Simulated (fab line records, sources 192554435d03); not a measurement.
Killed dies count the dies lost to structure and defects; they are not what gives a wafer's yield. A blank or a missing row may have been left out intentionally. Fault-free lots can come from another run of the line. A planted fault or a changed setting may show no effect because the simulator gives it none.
Problem report, 8D (eight disciplines) form, completed by code / flow n5-finfet / the parts of the form that need people (team, actions taken, sign-off) are left out

## 1. WHAT WENT WRONG
Wafers without a fault read 185.0 W, standard deviation 0.56; bias-w at N5_BEOL_M8_TRENCH_ETCH_37 reads a mean of 199.1 W on 2 wafers belonging to 2 lots. Measured from the usual mean, that is +25 standard deviations.
The step: etches SiCOH lowk in C4F6/O2, target depth 93.478 nm, time 31.2 s.
Seen first at day 12 21:17 on rie-diel-04, wafer L268.3. The record has a number at this step for 18 wafers belonging to 6 lots. The rule behind "out" and "out of limits": a value lying over 4 standard deviations away from the usual mean. Any other wafer with a number is counted as sound.

## 2. WHAT IT IS; WHAT IT IS NOT
question=which readings at this step | is=bias-w, rf-vpp-V | is not=chamber-pressure-mTorr, drypump-motor-current-A, oes-product-au, showerhead-plenum-p-Torr, throttle-valve-pct
question=which lots | is=L268, L272 | is not=L261, L270, L279, L280
question=which wafers of those lots | is=L268.3, L272.3 | is not=L268.2, L268.4, L272.1, L272.4
question=read on which tools | is=rie-diel-04 | is not=rie-diel-02, rie-diel-05
question=when | is=from day 12 21:17 | is not=up to then (8 sound wafers); but 8 sound wafers of L272, L279, L280 came after

## 3. THE SUSPECTS, EACH WITH WHAT RULES IT OUT
Counting: if a tool at a process step up to the reading ran every lot that is out, it stays a suspect. Sound lots after the first of them don't rule it out here, since some wafers of a struck lot are sound.
- rie-diel-04 at N5_BEOL_M8_DESCUM_33 (chemistry O2, time 7 s): kept. Ran every lot that is out, first one L268 (day 12 21:00); last sound lot up to then L270 (day 12 12:07).
- rie-diel-04 at N5_BEOL_M8_ETCH_72 (etches underlayer in N2/H2, target depth 6.5 nm, time 5.2 s): kept. Ran every lot that is out, first one L268 (day 12 21:02); last sound lot up to then L270 (day 12 12:09).
- rie-diel-04 at N5_BEOL_M8_ETCH_65 (etches SiARC in CF4, target depth 15.6 nm, time 26 s): kept. Ran every lot that is out, first one L268 (day 12 21:04); last sound lot up to then L270 (day 12 12:10).
- rie-diel-04 at N5_BEOL_M8_STRIP_36 (strips in N2/H2): kept. Ran every lot that is out, first one L268 (day 12 21:14); last sound lot up to then L270 (day 12 12:20).
- rie-diel-04 at N5_BEOL_M8_TRENCH_ETCH_37 (etches SiCOH lowk in C4F6/O2, target depth 93.478 nm, time 31.2 s): kept. Ran every lot that is out, first one L268 (day 12 21:17); last sound lot up to then L270 (day 12 12:23). Its own bias-w, rf-vpp-V readings are out on those wafers.
- rie-diel-04, N5_BEOL_M8_DESCUM_33: wafers that are out in chamber 3, sound lot-mates in chambers 0, 1, 2.
- rie-diel-04, N5_BEOL_M8_ETCH_72: wafers that are out in chamber 3, sound lot-mates in chambers 0, 1, 2.
- rie-diel-04, N5_BEOL_M8_ETCH_65: wafers that are out in chamber 3, sound lot-mates in chambers 0, 1, 2.
- rie-diel-04, N5_BEOL_M8_STRIP_36: wafers that are out in chamber 3, sound lot-mates in chambers 0, 1, 2.
- rie-diel-04, N5_BEOL_M8_TRENCH_ETCH_37: wafers that are out in chamber 3, sound lot-mates in chambers 0, 1, 2.
Left after counting: rie-diel-04 at N5_BEOL_M8_DESCUM_33, rie-diel-04 at N5_BEOL_M8_ETCH_72, rie-diel-04 at N5_BEOL_M8_ETCH_65, rie-diel-04 at N5_BEOL_M8_STRIP_36, rie-diel-04 at N5_BEOL_M8_TRENCH_ETCH_37.

## 4. THE CAUSE (what the simulator had put in)
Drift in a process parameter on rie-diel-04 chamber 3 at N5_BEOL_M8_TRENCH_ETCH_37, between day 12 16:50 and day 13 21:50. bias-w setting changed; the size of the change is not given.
Counting left 5 suspects, and this tool is among them.

## 5. THE EFFECT CHAIN, in route order
Each row: a reading where the mean over the struck wafers with a number is more than 3 standard deviations away from the usual. Only readings for which the record gives a usual standard deviation are gone through. hours: the time from each lot's start at the first step in this table that gives one to its start at this step, as a median over the lots. sigmas: the change in usual standard deviations.
hours=0; step=N5_BEOL_M8_TRENCH_ETCH_37; reading=bias-w; usual=185.0 W; on struck wafers=199.1; change=+14.1; sigmas=+25
hours=0; step=N5_BEOL_M8_TRENCH_ETCH_37; reading=rf-vpp-V; usual=667 V; on struck wafers=722; change=+56; sigmas=+5.8
The process steps in it:
- N5_BEOL_M8_TRENCH_ETCH_37: etches SiCOH lowk in C4F6/O2, target depth 93.478 nm, time 31.2 s.

## 6. HOW IT WOULD HAVE BEEN CAUGHT EARLIER
4 hours passed between the start of the fault at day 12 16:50 and the first reading out of limits in this record, taken at day 12 21:17.
